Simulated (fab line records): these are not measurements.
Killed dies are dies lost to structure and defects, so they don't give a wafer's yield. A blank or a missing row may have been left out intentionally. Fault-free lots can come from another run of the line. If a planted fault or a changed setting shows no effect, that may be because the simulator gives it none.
A lot that was struck, set against a sound lot	flow n5-finfet	35 out of 1938 route steps
Sound: wafers L217.3, L217.4, L217.5. Wafers L203.1, L203.2 were the ones struck. At the end, the cause is stated.
Per side, at each step with rows, come the tool, then ch with its chambers, and then its first start. Under that, the readings that differ: sound wafers	struck wafers	difference of the means	sigmas: that difference in standard deviations of wafers without a fault.
alike: readings with means less than 2 such deviations apart, plus words and numbers identical on both sides. not compared: withheld readings, readings lacking a value on some wafer, bounds such as >300 that could conceal the same value, and numbers that have no deviation in the record and whose values overlap.
A row with sigmas, a row that says differs or no value, or rows on one side alone: a step with any of these is where the two part. Numbers that have no deviation but don't overlap get no sigmas and don't part them. Lack of a reading on every wafer of one side parts them only where that side has two or more wafers.

first, 9 steps without rows for these wafers: N5_FIN_SAQP_PRECLEAN_42 (cleans in O3/DIW, time 60 s); N5_FIN_SAQP_PRECLEAN_00 (cleans in SC1, time 60 s); N5_FIN_SAQP_PRECLEAN_44 (cleans in SC2, time 45 s); N5_FIN_SAQP_SRD_01 (time 30 s); N5_FIN_SAQP_ALD_61 (deposits SiO2, target thk 4 nm, pulse time 1 s, purge time 2 s); N5_FIN_SAQP_DENSIFY_62 (time 60 s); N5_FIN_SAQP_HM_DEP_03 (deposits SiNx from SiH4/NH3/N2, target thk 38 nm, time 33.6 s); N5_FIN_SAQP_PECVD_47 (deposits a-Si from SiH4/He, target thk 45 nm, time 36.3 s); N5_FIN_SAQP_PECVD_48 (deposits SiNx from SiH4/NH3/N2, target thk 25 nm, time 22.1 s).
N5_FIN_SAQP_PECVD_06: deposits a-Si from SiH4/He, target thk 60 nm, time 48.1 s.
  sound on pecvd-03 ch 0,2, day 7 03:37; struck on pecvd-03 ch 0,2, day 3 16:10
reading	sound	struck	difference	sigmas
rf-fwd-power-W (W)	98.6 98.5 99.1	- -	no value on the struck wafers	
model.a-Si_of_FIN_SAQP_PECVD_06.thk-nm (nm)	59.19 61.32 60.5	46 44.9	-15	
  alike: heater-power-w, showerhead-plenum-p-Torr, throttle-valve-pct
N5_FIN_SAQP_THK_MEAS_07:
  sound on film-metro-02 at day 7 03:42; struck on film-metro-01 at day 3 16:16
reading	sound	struck	difference	sigmas
thk-nm (nm)	59.2 61.3 60.4	45.9 44.9	-14.9	-18
then, 15 steps without rows for these wafers: N5_FIN_SAQP_HM_DEP_72 (deposits SiO2 from SiH4/N2O, target thk 12 nm, time 7.2 s); N5_FIN_SAQP_COAT_49 (time 60 s, resist thk 100 nm); N5_FIN_SAQP_COAT_50 (time 60 s, resist thk 35 nm); N5_FIN_SAQP_COAT_10 (resist thk 90 nm); N5_FIN_SAQP_EBR_12; N5_FIN_SAQP_SOFTBAKE_11 (time 60 s); N5_FIN_SAQP_EXPOSE_13 (exposes mask FIN CORE, target cd 35.6 nm); N5_FIN_SAQP_PEB_14 (peb time 60 s); N5_FIN_SAQP_DEVELOP_15 (develop time 30 s); N5_FIN_SAQP_DESCUM_21 (chemistry O2, time 7.9 s); N5_FIN_SAQP_ETCH_51 (etches SiARC in CF4, target depth 45.5 nm, time 75.8 s); N5_FIN_SAQP_ETCH_52 (etches SOC in N2/H2, target depth 100 nm, overetch 20 nm, time 150 s); N5_FIN_SAQP_STRIP_53 (strips in N2/H2); N5_FIN_SAQP_HM_OPEN_73 (chemistry CHF3/O2, target SiO2, stops on a-Si, target depth 12 nm, time 16.8 s); N5_FIN_SAQP_STRIP_74 (strips in CHF3/O2).
N5_FIN_SAQP_MANDREL_ETCH_22: etches a-Si in HBr/Cl2, stops on SiNx, target depth 60 nm, bt time 10 s, time 30 s.
  sound on rie-si-01 ch 1,3, day 7 04:41; struck on rie-si-01 ch 1,2, day 3 18:00
reading	sound	struck	difference	sigmas
oes-product-au (a.u.)	0.766 0.755 0.778	0.655 0.643	-0.117	-8
model.etch.depth-nm (nm)	59.19 61.28 60.5	45.97 44.9	-14.89	
  alike: drypump-motor-current-A, rf-fwd-power-W, throttle-valve-pct
  not compared: rf-hours-counter-h
then, 5 steps without rows for these wafers: N5_FIN_SAQP_STRIP_55 (strips in N2/H2); N5_FIN_SAQP_STRIP_23 (strips in SPM, time 750 s); N5_FIN_SAQP_SRD_66 (time 30 s); N5_FIN_SAQP_RECESS_75 (chemistry HF/NH3, target SiO2, target depth 14.4 nm, afs cycles 3, sublimation time 60 s); N5_FIN_SAQP_SPACER1_ALD_24 (deposits SiO2, target thk 20.3 nm, pulse time 1 s, purge time 2 s).
N5_FIN_SAQP_SPACER1_ETCHBACK_25: etches SiO2 in CHF3/O2, target depth 24.4 nm, time 12.2 s.
  sound on rie-diel-01 ch 0,2, day 7 06:15; struck on rie-diel-04 ch 1,2, day 3 19:35
reading	sound	struck	difference	sigmas
model.a-Si_of_FIN_SAQP_PECVD_06.thk-nm (nm)	58.4 60.4 59.6	45 44	-15	
  alike: drypump-motor-current-A, oes_ar_750_au, oes-product-au, rf-fwd-power-W, rf-vpp-V, showerhead-plenum-p-Torr, throttle-valve-pct
  not compared: rf-hours-counter-h
then, 1 step without rows for these wafers: N5_FIN_SAQP_MANDREL1_REMOVE_56 (chemistry HBr/Cl2/O2, target a-Si, stops on SiNx, bt time 10 s).
-- here the record skips 10 days between the struck wafers' starts before and after, leaving off in module FIN_SAQP and picking up in module BEOL_M4 (first step shown: number 1111 of the route) --
N5_BEOL_M4_RC_MEAS_101:
  sound on prober-02 ch 0, day 17 05:08; struck on prober-02 ch 0, day 13 22:44
  alike: DIBL_N, DIBL_P, IOFF_N, IOFF_P, ION_N, ION_P, SS_N, SS_P, VT_N, VT_P

## WHERE THEY PART
Earliest at N5_FIN_SAQP_PECVD_06; latest, in this record, at N5_FIN_SAQP_MANDREL_ETCH_22. Later steps at which nothing parts them and some readings are alike: N5_FIN_SAQP_SPACER1_ETCHBACK_25, N5_BEOL_M4_RC_MEAS_101.

WHY: whatever the simulator had introduced
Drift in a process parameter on pecvd-03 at N5_FIN_SAQP_PECVD_06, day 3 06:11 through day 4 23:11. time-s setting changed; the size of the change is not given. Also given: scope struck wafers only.
